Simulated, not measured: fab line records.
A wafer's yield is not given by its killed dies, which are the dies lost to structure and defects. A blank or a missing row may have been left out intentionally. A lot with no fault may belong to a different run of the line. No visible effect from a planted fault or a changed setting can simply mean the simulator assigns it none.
Which tool is to blame? / flow n5-finfet / 30 wafers from 10 lots sampled at 5 of the route's 1938 steps

== WHAT THE GAUGES SHOWED, per wafer ==
N5_BEOL_M4_RC_MEAS_101.
lot=L822; measured=day 8 11:19; on=prober-02; DIBL_N (mV/V)=35.0 38.2 34.7
lot=L823; measured=day 8 20:13; on=prober-02; DIBL_N (mV/V)=39.3 40.1 41.2
lot=L824; measured=day 9 01:17; on=prober-02; DIBL_N (mV/V)=37.6 39.2 36.5
lot=L825; measured=day 9 01:04; on=prober-01; DIBL_N (mV/V)=40.0 39.1 39.4
lot=L830; measured=day 10 08:16; on=prober-01; DIBL_N (mV/V)=37.8 37.4 34.0
lot=L832; measured=day 11 06:01; on=prober-01; DIBL_N (mV/V)=38.0 33.4 35.4
lot=L834; measured=day 12 12:49; on=prober-02; DIBL_N (mV/V)=35.6 37.1 35.7
lot=L837; measured=day 12 03:13; on=prober-01; DIBL_N (mV/V)=34.7 35.3 36.2
lot=L842; measured=day 13 12:39; on=prober-02; DIBL_N (mV/V)=36.7 37.5 36.4
lot=L843; measured=day 13 13:22; on=prober-01; DIBL_N (mV/V)=37.2 36.8 35.9

== WHICH TOOL RAN EACH LOT (tool, then ch and the chambers of the sampled wafers, then the start) ==
lot=L822; N5_FIN_CUT_PRECLEAN_35=vapor-etch-02 ch 0,1, day 2 09:54; N5_STI_FIN_REVEAL_CMP_04=cmp-03 ch 0,2, day 2 16:00; N5_STI_FIN_REVEAL_PRECLEAN_17=remote-plasma-02 ch 1, day 2 18:45; N5_STI_FIN_REVEAL_ETCH_34=rie-si-05 ch 1,2,3, day 2 18:58
lot=L823; N5_FIN_CUT_PRECLEAN_35=vapor-etch-02 ch 0,1, day 2 15:22; N5_STI_FIN_REVEAL_CMP_04=cmp-04 ch 1,3, day 2 21:34; N5_STI_FIN_REVEAL_PRECLEAN_17=remote-plasma-01 ch 1, day 3 00:20; N5_STI_FIN_REVEAL_ETCH_34=rie-si-05 ch 0,3, day 3 00:32
lot=L824; N5_FIN_CUT_PRECLEAN_35=vapor-etch-02 ch 0,1, day 2 23:44; N5_STI_FIN_REVEAL_CMP_04=cmp-04 ch 0,1,3, day 3 05:35; N5_STI_FIN_REVEAL_PRECLEAN_17=remote-plasma-01 ch 1, day 3 08:27; N5_STI_FIN_REVEAL_ETCH_34=rie-si-02 ch 0,1,3, day 3 08:37
lot=L825; N5_FIN_CUT_PRECLEAN_35=vapor-etch-01 ch 0,1, day 3 06:39; N5_STI_FIN_REVEAL_CMP_04=cmp-03 ch 0,3, day 3 12:11; N5_STI_FIN_REVEAL_PRECLEAN_17=remote-plasma-02 ch 1, day 3 15:08; N5_STI_FIN_REVEAL_ETCH_34=rie-si-05 ch 0,2, day 3 15:19
lot=L830; N5_FIN_CUT_PRECLEAN_35=vapor-etch-01 ch 0,1, day 4 10:06; N5_STI_FIN_REVEAL_CMP_04=cmp-03 ch 0,2, day 4 15:37; N5_STI_FIN_REVEAL_PRECLEAN_17=remote-plasma-02 ch 1, day 4 18:35; N5_STI_FIN_REVEAL_ETCH_34=rie-si-03 ch 2,3, day 4 18:43
lot=L832; N5_FIN_CUT_PRECLEAN_35=vapor-etch-01 ch 0,1, day 4 22:57; N5_STI_FIN_REVEAL_CMP_04=cmp-04 ch 1,2, day 5 05:19; N5_STI_FIN_REVEAL_PRECLEAN_17=remote-plasma-01 ch 0, day 5 08:03; N5_STI_FIN_REVEAL_ETCH_34=rie-si-03 ch 0,1,3, day 5 08:12
lot=L834; N5_FIN_CUT_PRECLEAN_35=vapor-etch-02 ch 0,1, day 5 09:42; N5_STI_FIN_REVEAL_CMP_04=cmp-03 ch 1,2, day 5 15:11; N5_STI_FIN_REVEAL_PRECLEAN_17=remote-plasma-02 ch 1, day 5 18:13; N5_STI_FIN_REVEAL_ETCH_34=rie-si-02 ch 0,1, day 5 18:23
lot=L837; N5_FIN_CUT_PRECLEAN_35=vapor-etch-01 ch 0,1, day 6 04:02; N5_STI_FIN_REVEAL_CMP_04=cmp-04 ch 1,2, day 6 09:34; N5_STI_FIN_REVEAL_PRECLEAN_17=remote-plasma-02 ch 1, day 6 12:24; N5_STI_FIN_REVEAL_ETCH_34=rie-si-05 ch 1,2, day 6 12:36
lot=L842; N5_FIN_CUT_PRECLEAN_35=vapor-etch-01 ch 0,1, day 7 10:40; N5_STI_FIN_REVEAL_CMP_04=cmp-02 ch 0,3, day 7 16:13; N5_STI_FIN_REVEAL_PRECLEAN_17=remote-plasma-02 ch 0, day 7 18:57; N5_STI_FIN_REVEAL_ETCH_34=rie-si-02 ch 1,3, day 7 19:06
lot=L843; N5_FIN_CUT_PRECLEAN_35=vapor-etch-01 ch 1, day 7 15:36; N5_STI_FIN_REVEAL_CMP_04=cmp-04 ch 0,2,3, day 7 21:06; N5_STI_FIN_REVEAL_PRECLEAN_17=remote-plasma-02 ch 0, day 7 23:52; N5_STI_FIN_REVEAL_ETCH_34=rie-si-05 ch 0,1,2, day 8 00:02
- N5_FIN_CUT_PRECLEAN_35: cleans in vHF, time 13.3 s.
- N5_STI_FIN_REVEAL_CMP_04: polishes, stops on Si3N4, t overpolish 4 s, target thk 131.83 nm.
- N5_STI_FIN_REVEAL_PRECLEAN_17: cleans in NF3:NH3, afs cycles 1, time 20 s, sublimation time 60 s.
- N5_STI_FIN_REVEAL_ETCH_34: etches Si in H2, material Si, target depth 0.97 nm.

== THE ANSWER, worked out from the rows above alone ==
Rule: the usual values come from the lots themselves. Put in order of their means at a reading, lots are off if they are a third of the lots or fewer, leave a main group of 4 or more, and stand apart from it by a gap of 3 or more times the standard deviation of the main group's means; of several such gaps the widest counts. If all means in a main group match to the digits the tables above print for the reading, that group is not used. A lot without any number at a reading at which 4 lots or more have one is off too. All remaining lots with rows at the step are treated as sound.
No lot is off on any of the readings shown, so nothing can be concluded from this.

== WHAT THE SIMULATOR HAD INSERTED ==
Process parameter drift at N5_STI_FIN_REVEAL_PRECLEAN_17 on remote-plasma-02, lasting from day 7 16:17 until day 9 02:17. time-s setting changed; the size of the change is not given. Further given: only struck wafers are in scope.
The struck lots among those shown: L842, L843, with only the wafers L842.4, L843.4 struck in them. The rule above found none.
